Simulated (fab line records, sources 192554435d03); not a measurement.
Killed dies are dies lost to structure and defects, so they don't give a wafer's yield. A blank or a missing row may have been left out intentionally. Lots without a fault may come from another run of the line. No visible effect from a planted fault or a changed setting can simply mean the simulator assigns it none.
Matching of chambers | flow n5 finfet | N5_SD_EPI_P_ETCH_37 on rie diel-04: 4 sister chambers
The step etches SOC in N2/H2, overetch 108 nm, time 486 s. 14 wafers are shown with their chamber, then 7 later ones without.

## WAFERS PAIRED WITH THEIR CHAMBERS
wafer  | chamber | showerhead plenum p Torr (Torr) | drypump motor current A (A) | throttle valve pct (%)
L084.2 | 3       | 2.50                            | 5.3                         | 23.34
L084.5 | 1       | 2.60                            | 5.2                         | 23.69
L084.6 | 2       | 2.53                            | 6.2                         | 23.75
L085.1 | 2       | 2.53                            | 6.2                         | 23.75
L085.4 | 0       | 2.43                            | 5.2                         | 23.71
L085.5 | 3       | 2.50                            | 5.3                         | 23.35
L086.2 | 2       | 2.53                            | 6.2                         | 23.74
L086.4 | 0       | 2.43                            | 5.3                         | 23.70
L086.6 | 1       | 2.60                            | 5.2                         | 23.72
L090.2 | 1       | 2.59                            | 5.2                         | 23.71
L090.3 | 3       | 2.50                            | 5.3                         | 23.37
L090.4 | 2       | 2.53                            | 6.2                         | 23.75
L091.3 | 2       | 2.53                            | 6.2                         | 23.75
L091.4 | 2       | 2.53                            | 6.2                         | 23.77

SIGNATURES, as means of the wafers listed above
reading                  | chamber 0 | chamber 1 | chamber 2 | chamber 3 | scatter within a chamber
showerhead plenum p Torr | 2.4300    | 2.5967    | 2.5300    | 2.5000    | 0.00258
drypump motor current A  | 5.250     | 5.200     | 6.200     | 5.300     | 0.0224
throttle valve pct       | 23.7050   | 23.7067   | 23.7517   | 23.3533   | 0.0121
Rule: a wafer's distance from a chamber is the root of the sum, over the readings, of the square of ((its reading less the chamber's mean) divided by the reading's scatter). If the next closest chamber is less than 2 further off than the closest, the wafer can't be placed; otherwise it belongs to the closest. The scatter: the root of (the sum of the squares of (reading less its chamber's mean) over the shown wafers, divided by (wafers less chambers)).

## WAFERS MISSING THEIR CHAMBER
wafer  | showerhead plenum p Torr (Torr) | drypump motor current A (A) | throttle valve pct (%)
L091.6 | 2.59                            | 5.2                         | 23.73
L094.2 | 2.53                            | 6.2                         | 23.77
L094.3 | 2.59                            | 5.2                         | 23.73
L094.4 | 2.42                            | 5.2                         | 23.74
L095.1 | 2.53                            | 6.2                         | 23.77
L095.4 | 2.42                            | 5.2                         | 23.75
L095.5 | 2.53                            | 6.2                         | 23.78

## CHAMBER TAKEN BY EACH
wafer  | from the rows above | in truth
L091.6 | 1                   | 1
L094.2 | 2                   | 2
L094.3 | 1                   | 1
L094.4 | 0                   | 0
L095.1 | 2                   | 2
L095.4 | 0                   | 0
L095.5 | 2                   | 2
Correctly placed: 7 of 7. Not placeable from these rows: 0. Number placed wrongly: 0.
